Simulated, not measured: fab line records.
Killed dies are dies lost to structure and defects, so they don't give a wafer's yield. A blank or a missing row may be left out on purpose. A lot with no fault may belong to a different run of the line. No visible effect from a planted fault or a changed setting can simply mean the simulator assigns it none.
Chamber matching || flow n5 finfet || N5_HKMG_FIN_ALD_36 on ald metal-03 has 3 sister chambers
The step deposits TiN, target thk 1 nm, pulse time 1 s, purge time 3 s. 5 wafers are shown with their chamber, then 7 later ones without.

## WAFERS, EACH WITH ITS CHAMBER
{"wafer": "L087.6", "chamber": 2, "heater power w (W)": 705, "precursor pulse height rel": 0.990}
{"wafer": "L088.1", "chamber": 2, "heater power w (W)": 706, "precursor pulse height rel": 0.993}
{"wafer": "L088.2", "chamber": 0, "heater power w (W)": 1076, "precursor pulse height rel": 1.020}
{"wafer": "L088.3", "chamber": 3, "heater power w (W)": 799, "precursor pulse height rel": 0.976}
{"wafer": "L088.4", "chamber": 3, "heater power w (W)": 822, "precursor pulse height rel": 0.986}

## WAFERS WITH NO CHAMBER GIVEN
{"wafer": "L088.5", "heater power w (W)": 1098, "precursor pulse height rel": 0.998}
{"wafer": "L088.6", "heater power w (W)": 737, "precursor pulse height rel": 1.024}
{"wafer": "L091.1", "heater power w (W)": 1058, "precursor pulse height rel": 0.984}
{"wafer": "L091.4", "heater power w (W)": 715, "precursor pulse height rel": 1.012}
{"wafer": "L097.1", "heater power w (W)": 808, "precursor pulse height rel": 1.006}
{"wafer": "L097.3", "heater power w (W)": 1074, "precursor pulse height rel": 0.952}
{"wafer": "L097.5", "heater power w (W)": 712, "precursor pulse height rel": 1.001}

## WHICH CHAMBER EACH WENT THROUGH
{"wafer": "L088.5", "from the rows above": 0, "in truth": 0}
{"wafer": "L088.6", "from the rows above": 2, "in truth": 2}
{"wafer": "L091.1", "from the rows above": 0, "in truth": 0}
{"wafer": "L091.4", "from the rows above": 2, "in truth": 2}
{"wafer": "L097.1", "from the rows above": 3, "in truth": 3}
{"wafer": "L097.3", "from the rows above": 0, "in truth": 0}
{"wafer": "L097.5", "from the rows above": 2, "in truth": 2}
7 of 7 placed correctly. Number that these rows cannot place: 0. Placed wrongly: 0.
How it was worked out, from the rows above alone: a wafer's distance from a chamber is the root of the sum, over the readings, of the square of ((its reading less the chamber's mean) divided by the reading's scatter). If the next closest chamber is less than 2 further off than the closest, the wafer can't be placed; otherwise it belongs to the closest. A chamber's mean is the mean of its shown wafers. The scatter: the root of (the sum of the squares of (reading less its chamber's mean) over the shown wafers, divided by (wafers less chambers)).
